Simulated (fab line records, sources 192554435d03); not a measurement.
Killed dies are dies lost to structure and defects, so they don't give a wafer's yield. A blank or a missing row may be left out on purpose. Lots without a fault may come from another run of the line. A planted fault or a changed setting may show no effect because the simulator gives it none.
fab line records | flow n5_finfet
record lots=4 wafers=12 last_day=17
route steps=1938 shown PMOS_HMC_CHANNEL_EPI@75 FIN_SAQP@90 STI_FIN_REVEAL@205 BEOL_M4@1111
lots that met no fault: from a run of the same line without faults
start_h: hours from the record's first day to the start of the lot's first wafer shown | wait_h: hours since the lot's step before | " the same as in the row above | L1.1+2: a row that stands for several wafers | - no value, or no start given | * or withheld: withheld | < > ~ a bound
route shown NAME@n: a module of which the file shows steps, and the number in the route of the first | usual: mean/standard deviation of fault-free wafers | same: alike in all rows | chamber/n: place in a boat | sites: the reading at each site | _std_site: their standard deviation | _edge_site: outer sites' mean less inner sites' | radius_mm: how far each site lies from the wafer's centre | mask NAME#n: copy n | behind: the tool/chamber that last shaped the wafer | hold: why the lot was held/for how many hours/how that ended | device: the transistor (n, p or np) that didn't switch | end of line: the same wafers' tests at the end of the route | a step without rows: its recipe alone | killed: dies lost to structure and defects at the first sort, not the wafer's yield | map: a wafer's dies, x killed, . not, _ none there
set.NAME: the setting as run; set.NAME@STEP: as run at that earlier step | model.NAME: the simulator's own value behind a step, which no gauge read
lots at some steps of the route; a table a step, a row a wafer
services: from which hour (start_h, from the record's first day; less than 0 if before it) a tool's chamber was out of use, for how many hours, and why
## steps
# step N5_PMOS_HMC_CHANNEL_EPI_PRECLEAN_36
# recipe chemistry=O3/DIW time_s=45 temp_c=22 o3_ppm=10
# step N5_PMOS_HMC_CHANNEL_EPI_PRECLEAN_18
# recipe chemistry=DHF time_s=30 temp_c=25 dilution=withheld
# step N5_PMOS_HMC_CHANNEL_EPI_SRD_19
# recipe dry=ipa_marangoni do_ppb=5 time_s=30 temp_c=23 rinse_liquid=diw
# step N5_PMOS_HMC_CHANNEL_EPI_EPI_20
# recipe material=SiGe30 mask_material=SiO2 pressure_torr=20 target_thk_a=590 temp_c=600
# step N5_PMOS_HMC_CHANNEL_EPI_HM_STRIP_35
# recipe chemistry=dHF temp_c=25 material=SiO2 target=SiO2 target_depth_a=396 time_s=216
# step N5_PMOS_HMC_CHANNEL_EPI_SRD_39
# recipe dry=ipa_marangoni time_s=30 temp_c=23 rinse_liquid=diw
# step N5_PMOS_HMC_CHANNEL_EPI_CMP_21
# recipe material=SiGe30 post_cmp_clean=alkaline_brush target_thk_nm=54
# step N5_PMOS_HMC_CHANNEL_EPI_PRECLEAN_40
# recipe chemistry=DHF time_s=30 temp_c=25 dilution=withheld
# step N5_PMOS_HMC_CHANNEL_EPI_PRECLEAN_37
# recipe chemistry=O3/DIW time_s=45 temp_c=22 o3_ppm=10
# step N5_PMOS_HMC_CHANNEL_EPI_PRECLEAN_24
# recipe chemistry=DHF time_s=30 temp_c=25 dilution=withheld
# step N5_PMOS_HMC_CHANNEL_EPI_SRD_25
# recipe dry=ipa_marangoni do_ppb=5 time_s=30 temp_c=23 rinse_liquid=diw
# step N5_PMOS_HMC_CHANNEL_EPI_EPI_26
# recipe material=Si target_thk_a=38 temp_c=650 precursor=SiH4/H2 pressure_torr=20 time_s=22.7
# usual throttle_valve_pct=10.7/0.38
# columns lot.wafer tool chamber start_h wait_h throttle_valve_pct model.Si_of_PMOS_HMC_CHANNEL_EPI_EPI_26.thk_nm
L100.2 epi_rpcvd-02 0 31.90 0.1 11.2 1.399
L100.4 " 0 " " 11.1 1.404
L100.6 " 0 " " 11.1 1.395
L102.2 epi_rpcvd-02 0 45.49 0.1 11.2 1.334
L102.3 " 0 " " 11.1 1.392
L102.6 " 0 " " 11.1 1.418
L104.3 epi_rpcvd-04 0 56.58 0.1 10.4 3.817
L104.4 " 0 " " 10.1 3.807
L104.6 " 0 " " 10.2 3.808
L120.2 epi_rpcvd-02 0 153.43 0.1 11.0 3.838
L120.4 " 0 " " 11.1 3.834
L120.6 " 0 " " 11.0 3.856
# step N5_FIN_SAQP_PRECLEAN_42
# recipe chemistry=O3/DIW time_s=60 temp_c=22 o3_ppm=10
# step N5_FIN_SAQP_PRECLEAN_00
# recipe chemistry=SC1 time_s=60 temp_c=55 mix=1:2:50
# step N5_FIN_SAQP_PRECLEAN_44
# recipe chemistry=SC2 time_s=45 temp_c=35 mix=1:1:50
# step N5_FIN_SAQP_SRD_01
# recipe dry=ipa_marangoni time_s=30 temp_c=23 rinse_liquid=diw
# step N5_FIN_SAQP_ALD_61
# recipe material=SiO2 target_thk_a=40 temp_c=300 ald_precursor_family=BDEAS ald_co_reactant=O2-plasma pulse_time_s=1 purge_time_s=2 co_reactant_purge_time_s=2 ald_cycles=43 pressure_torr=2
# step N5_FIN_SAQP_DENSIFY_62
# recipe temp_c=700 time_s=60 ambient=N2 idle_temp_c=600 ramp_up_c_per_s=150 ramp_down_c_per_s=60 cool_to_c=600
# step N5_FIN_SAQP_HM_DEP_03
# recipe material=SiNx target_thk_a=380 temp_c=400 precursor=SiH4/NH3/N2 pressure_torr=1.5 rf_w=300 time_s=33.6
# step N5_FIN_SAQP_PECVD_47
# recipe material=a-Si target_thk_a=450 temp_c=400 precursor=SiH4/He pressure_torr=3 rf_w=100 time_s=36.3
# step N5_FIN_SAQP_PECVD_48
# recipe material=SiNx target_thk_a=250 temp_c=400 precursor=SiH4/NH3/N2 pressure_torr=1.5 rf_w=300 time_s=22.1
# step N5_FIN_SAQP_PECVD_06
# recipe material=a-Si target_thk_a=600 temp_c=400 precursor=SiH4/He pressure_torr=3 rf_w=100 time_s=48.1
# step N5_FIN_SAQP_HM_DEP_72
# recipe material=SiO2 target_thk_a=120 temp_c=400 precursor=SiH4/N2O pressure_torr=0.75 rf_w=275 time_s=7.2
# step N5_FIN_SAQP_COAT_49
# recipe resist=SOC temp_c=250 time_s=60 spin_rpm=1500 resist_thk_nm=100
# step N5_FIN_SAQP_COAT_50
# recipe resist=SiARC temp_c=220 time_s=60 spin_rpm=1500 resist_thk_nm=35
# step N5_FIN_SAQP_COAT_10
# recipe resist=CAR-ArF spin_rpm=1500 resist_thk_nm=90
# step N5_FIN_SAQP_EBR_12
# recipe solvent=PGMEA ebr_width_mm=1.5
# step N5_FIN_SAQP_SOFTBAKE_11
# recipe temp_c=110 time_s=60 resist=CAR-ArF
# step N5_FIN_SAQP_EXPOSE_13
# recipe mask_id=FIN_CORE na=1.35 source_shape=dipole sigma_inner=0.538 sigma_outer=0.738 polarization=te target_cd_nm=35.6 dose_mj=63.25
# step N5_FIN_SAQP_PEB_14
# recipe peb_temp_c=withheld peb_time_s=60 resist=CAR-ArF
# step N5_FIN_SAQP_DEVELOP_15
# recipe develop_time_s=30 developer=TMAH resist=CAR-ArF dev_temp_c=23 rinse_liquid=diw dry=air_spin
# step N5_FIN_SAQP_DESCUM_21
# recipe chemistry=O2 time_s=7.9 source_power_w=50 bias_power_w=20 pressure_mtorr=20 rf_frequency_hz=2.712e+07 temp_c=40 resist=CAR-ArF o2_flow_sccm=225
# step N5_FIN_SAQP_ETCH_51
# recipe chemistry=CF4 target=SiARC target_depth_a=455 mask_material=CAR-ArF time_s=75.8 ion_energy_ev=80 pressure_mtorr=40 source_w=545 bias_w=36 Ar_flow_sccm=100 cf4_flow_sccm=100 ends=cleared
# step N5_FIN_SAQP_ETCH_52
# recipe chemistry=N2/H2 target=SOC target_depth_a=1000 overetch_a=200 mask_material=SiARC temp_c=40 time_s=150 ion_energy_ev=200 pressure_mtorr=30 source_w=840 bias_w=150 n2_flow_sccm=200 h2_flow_sccm=200 ends=end_point
# step N5_STI_FIN_REVEAL_CLEAN_19
# recipe chemistry=O3/DIW temp_c=25 time_s=120 o3_ppm=10
# columns lot.wafer tool chamber start_h wait_h model.Si_of_PMOS_HMC_CHANNEL_EPI_EPI_26.thk_nm
L100.2+4+6 wet_bench-03 2,5,1 52.28 0.1 0
L102.2+3+6 wet_bench-01 2,1,3 63.42 0.1 0
L104.3+4+6 wet_bench-06 1,0,2 76.09 0.1 2.4
L120.2+4+6 wet_bench-01 6,3,2 170.61 0.1 2.6
# step N5_BEOL_M4_RC_MEAS_101
# usual CJ_N=4.35/0.061 CJ_P=5.79/0.11 DIBL_N=36.3/1.2 DIBL_P=36.3/1.4 IOFF_N=0.157/0.02 IOFF_P=0.22/0.033 ION_N=675/9.6 ION_P=465/8.2 SS_N=71.4/0.45 SS_P=73.3/0.54 VT_N=249.8/2.5 VT_P=-249/3.2
# columns lot.wafer tool chamber start_h wait_h CJ_N CJ_P DIBL_N[mV/V] DIBL_P[mV/V] IOFF_N[nA/um] IOFF_P[nA/um] ION_N[uA/um] ION_P[uA/um] SS_N[mV/dec] SS_P[mV/dec] VT_N[mV] VT_P[mV]
L100.2 prober-01 0 188.04 0.2 4.52 6.03 36.5 37.1 0.157 0.19 671 450 70.6 73.1 250.6 -253
L100.4 " 0 " " 4.57 6.15 35.8 35.7 0.144 0.17 678 455 71.0 72.9 248.9 -251
L100.6 " 0 " " 4.54 6.08 35.9 36.5 0.153 0.18 674 457 71.7 73.6 249.7 -252
L102.2 prober-01 0 209.24 0.2 4.59 6.18 36.0 35.8 0.157 0.23 681 473 70.8 73.5 249.8 -247
L102.3 " 0 " " 4.63 6.13 36.5 36.6 0.171 0.24 678 465 72.2 73.2 249.4 -252
L102.6 " 0 " " 4.59 6.12 36.6 36.7 0.172 0.24 682 470 71.9 73.5 247.9 -251
L104.3 prober-01 0 235.18 0.3 4.43 5.78 36.7 36.2 0.146 0.19 670 451 70.4 73.0 251.1 -256
L104.4 " 0 " " 4.44 5.86 37.0 36.5 0.146 0.20 669 463 71.2 73.4 251.2 -251
L104.6 " 0 " " 4.32 5.93 35.5 35.0 0.124 0.17 661 453 71.1 73.2 254.5 -253
L120.2 prober-01 0 307.35 0.2 4.27 5.77 37.1 37.2 0.175 0.28 680 472 71.5 73.8 246.7 -245
L120.4 " 0 " " 4.24 5.66 36.1 35.8 0.147 0.25 665 465 71.4 72.6 250.7 -246
L120.6 " 0 " " 4.19 5.72 36.9 37.3 0.168 0.27 670 472 71.8 73.5 249.9 -245
## services
# columns tool chamber start_h hours kind
epi_rpcvd-04 - 8.21 18.9 pm
wet_bench-06 - 52.93 2.4 repair
epi_rpcvd-02 - 53.58 14.6 pm
wet_bench-01 - 135.36 0.6 repair
epi_rpcvd-04 - 148.37 0.5 pm
epi_rpcvd-02 - 151.93 1.0 repair
## key
first_sign step=N5_BEOL_M4_RC_MEAS_101 reading=CJ_N direction=up sigmas=3.7 usual=4.35 struck=4.57
effect step=N5_BEOL_M4_RC_MEAS_101 reading=CJ_P direction=up sigmas=3.1 usual=5.79 struck=6.11
model_effect step=N5_PMOS_HMC_CHANNEL_EPI_EPI_26 value=Si_of_PMOS_HMC_CHANNEL_EPI_EPI_26.thk_nm without=3.866 struck=1.39
model_effect step=N5_STI_FIN_REVEAL_CLEAN_19 value=Si_of_PMOS_HMC_CHANNEL_EPI_EPI_26.thk_nm without=2.567 struck=0
met_at N5_PMOS_HMC_CHANNEL_EPI_EPI_26
struck_wafers L100.2,L100.4,L100.6,L102.2,L102.3,L102.6
fault kind=process_parameter_drift tool=epi_rpcvd-02 chamber=- onset_h=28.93 steps=N5_PMOS_HMC_CHANNEL_EPI_EPI_26 channel=time_s offset=* shape=step end_h=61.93 acts_in=* stated=*
